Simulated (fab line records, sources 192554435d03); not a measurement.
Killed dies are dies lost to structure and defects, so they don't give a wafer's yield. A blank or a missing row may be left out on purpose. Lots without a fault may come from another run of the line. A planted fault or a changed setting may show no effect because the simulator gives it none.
A struck lot beside a sound one | flow n5_finfet | 36 steps out of a route of 1938
Sound: wafers L897.2, L897.5, L897.6. Struck: wafers L916.1, L916.2, L916.4. The cause comes at the end.
At each step with rows: each side's tool, then ch and its chambers, then its first start. Under that, the readings that differ: sound wafers | struck wafers | difference of the means | sigmas: that difference in standard deviations of wafers without a fault.
alike: readings whose means differ by less than 2 such deviations, and words and numbers that are the same on both sides. not compared: withheld readings, readings that some wafer has no value for, bounds like >300 that may hide the same value, and numbers for which the record gives no deviation and whose values overlap.
The two part at a step that has a row with sigmas, a row that says differs or no value, or rows on one side only. Numbers that don't overlap but have no deviation are shown without sigmas and don't part them. A reading that every wafer of one side lacks parts them only if that side has two wafers or more.

first, 9 steps without rows for these wafers: N5_MOL_CONTACT_COAG_PRECLEAN_127 (cleans in DIW, time 57.5 s); N5_MOL_CONTACT_COAG_SRD_128 (dry time 32 s); N5_MOL_CONTACT_COAG_CMP_52 (polishes, stops on SiO2, t overpolish 1.5 s, target thk 66.5 nm); N5_MOL_CONTACT_COAG_ANNEAL_112 (time 1800 s); N5_BEOL_M0_SAQP_PECVD_00 (deposits SiCN from 3MS/NH3, target thk 8 nm, time 14 s); N5_BEOL_M0_SAQP_ILD_DEP_01 (deposits SiOC from DEMS/O2, target thk 45.419 nm, time 8.7 s); N5_BEOL_M0_SAQP_HM_DEP_02 (deposits TiN, target thk 12 nm); N5_BEOL_M0_SAQP_PECVD_03 (deposits SiCN from 3MS/NH3, target thk 12 nm, time 21.1 s); N5_BEOL_M0_SAQP_PECVD_96 (deposits a-Si from SiH4/He, target thk 45 nm, time 45.2 s).
N5_BEOL_M0_SAQP_PECVD_97: deposits SiNx from SiH4/NH3/N2, target thk 23 nm, time 19.9 s.
  sound on pecvd-03 ch 0,1, day 5 15:52; struck on pecvd-01 ch 0,1, day 10 07:02
  alike: heater_power_w, showerhead_plenum_p_Torr, throttle_valve_pct
then, 24 steps without rows for these wafers: N5_BEOL_M0_SAQP_PECVD_04 (deposits a-Si from SiH4/He, target thk 60 nm, time 60.2 s); N5_BEOL_M0_SAQP_HM_DEP_111 (deposits SiO2 from SiH4/N2O, target thk 12 nm, time 7.2 s); N5_BEOL_M0_SAQP_COAT_81 (time 60 s, resist thk 100 nm); N5_BEOL_M0_SAQP_COAT_82 (time 60 s, resist thk 30 nm); N5_BEOL_M0_SAQP_COAT_08 (resist thk 90 nm); N5_BEOL_M0_SAQP_EBR_10; N5_BEOL_M0_SAQP_SOFTBAKE_09 (time 60 s); N5_BEOL_M0_SAQP_EXPOSE_11 (exposes mask M0 CORE, target cd 42 nm); N5_BEOL_M0_SAQP_PEB_12 (peb time 60 s); N5_BEOL_M0_SAQP_DEVELOP_13 (develop time 30 s); N5_BEOL_M0_SAQP_DESCUM_19 (chemistry O2, time 7.9 s); N5_BEOL_M0_SAQP_ETCH_83 (etches SiARC in CF4, target depth 39 nm, time 65 s); N5_BEOL_M0_SAQP_ETCH_84 (etches SOC in N2/H2, target depth 100 nm, overetch 20 nm, time 150 s); N5_BEOL_M0_SAQP_STRIP_80 (strips in N2/H2); N5_BEOL_M0_SAQP_HM_OPEN_112 (chemistry CHF3/O2, target SiO2, stops on a-Si, target depth 12 nm, time 13.5 s); N5_BEOL_M0_SAQP_STRIP_113 (strips in CHF3/O2); N5_BEOL_M0_SAQP_MANDREL_ETCH_20 (etches a-Si in HBr/Cl2, stops on SiNx, target depth 60 nm, bt time 10 s, time 30 s); N5_BEOL_M0_SAQP_STRIP_86 (strips in N2/H2); N5_BEOL_M0_SAQP_STRIP_115 (strips in post etch residue remover, time 60 s); N5_BEOL_M0_SAQP_SRD_93 (time 30 s); N5_BEOL_M0_SAQP_RECESS_114 (chemistry HF/NH3, target SiO2, target depth 14.4 nm, afs cycles 3, sublimation time 60 s); N5_BEOL_M0_SAQP_SPACER1_ALD_98 (deposits SiO2, target thk 12.8 nm, pulse time 1 s, purge time 2 s); N5_BEOL_M0_SAQP_SPACER1_ETCHBACK_99 (etches SiO2 in CHF3/O2, target depth 15.4 nm, time 7.7 s); N5_BEOL_M0_SAQP_MANDREL1_REMOVE_100 (chemistry HBr/Cl2/O2, target a-Si, stops on SiNx, bt time 10 s).
-- the record jumps here: 3 days lie between the struck wafers' starts before and after (it left off in module BEOL_M0_SAQP and takes up again in module BEOL_M4, whose first step shown is number 1111 of the route) --
N5_BEOL_M4_RC_MEAS_101:
  sound on prober-02 ch 0, day 8 07:24; struck on prober-01 ch 0, day 12 20:08
  alike: DIBL_N, DIBL_P, IOFF_N, IOFF_P, ION_N, ION_P, SS_N, SS_P, VT_N, VT_P
-- the record jumps here: 4 days lie between the struck wafers' starts before and after (it left off in module BEOL_M4 and takes up again in module PASSIVATION, whose first step shown is number 1936 of the route) --
N5_PASSIVATION_PROBE_49:
  sound on prober-02, day 13 01:47; struck on prober-01, day 16 22:10
  reading                  | sound          | struck         | difference | sigmas
  defect_limited_yield (%) | 91.2 90.3 89.3 | 84.9 82.6 85.1 | -6.1       | -4
  killed_at_M0_to_M3       | 38 33 42       | 118 130 119    | +85        | +8
  killed_at_other          | 4 2 2          | 9 16 7         | +8         | +2
  killed_dies              | 104 115 126    | 178 205 176    | +71        | +4
  killed_on_rim            | 12 17 14       | 84 98 69       | +69        | +15
  sort_bin_8_speed (%)     | 0 0 0          | 2.37 0 0       | +0.79      | +3
  sort_n_pass              | 1076 1065 1054 | 974 975 1004   | -81        | -4
  sort_yield_pct (%)       | 91.2 90.3 89.3 | 82.5 82.6 85.1 | -6.9       | -5
  alike: killed_at_M4_up, killed_at_contacts, killed_at_front_end, killed_open, killed_short, sort_bin_5_function, sort_bin_6_memory

WHERE THEY PART
Only at N5_PASSIVATION_PROBE_49, within this record.

WHY: what the simulator had put in
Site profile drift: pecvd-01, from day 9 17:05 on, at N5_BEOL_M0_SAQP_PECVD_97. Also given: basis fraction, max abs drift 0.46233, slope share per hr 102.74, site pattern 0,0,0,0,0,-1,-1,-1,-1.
